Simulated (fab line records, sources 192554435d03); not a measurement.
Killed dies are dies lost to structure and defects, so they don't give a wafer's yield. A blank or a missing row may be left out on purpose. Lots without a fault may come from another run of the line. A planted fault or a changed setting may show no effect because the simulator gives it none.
Chamber matching | flow n5_finfet | N5_BEOL_M11_ETCH_62 on rie_diel-06: 4 sister chambers
The step etches SOC in N2/H2, target depth 110 nm, overetch 22 nm, time 165 s. 4 wafers are shown with their chamber, then 9 later ones without.

WAFERS WITH THEIR CHAMBER
wafer  | chamber | drypump_motor_current_A (A)
L085.5 | 2       | 5.42
L089.1 | 0       | 5.76
L089.3 | 1       | 5.29
L089.4 | 3       | 5.93

WAFERS WITHOUT THEIR CHAMBER
wafer  | drypump_motor_current_A (A)
L090.3 | 5.41
L090.5 | 5.92
L090.6 | 5.77
L091.1 | 5.78
L091.4 | 5.91
L091.5 | 5.44
L097.1 | 5.32
L097.2 | 5.41
L097.3 | 5.80

WHICH CHAMBER EACH WENT THROUGH
wafer  | from the rows above | in truth
L090.3 | 2                   | 2
L090.5 | 3                   | 3
L090.6 | 0                   | 0
L091.1 | 0                   | 0
L091.4 | 3                   | 3
L091.5 | 2                   | 2
L097.1 | 1                   | 1
L097.2 | 2                   | 2
L097.3 | 0                   | 0
Placed correctly: 9 of 9. Can't be placed from these rows: 0. Placed wrongly: 0.
How it was worked out, from the rows above alone: a wafer's distance from a chamber is the root of the sum, over the readings, of the square of ((its reading less the chamber's mean) divided by the reading's scatter). The wafer belongs to the nearest chamber; if the next one is less than 2 further off, it can't be placed. A chamber's mean is the mean of its shown wafers. The scatter: with one shown wafer a chamber, the root of the mean of the squares of how far each hidden wafer lies from its nearest shown one.
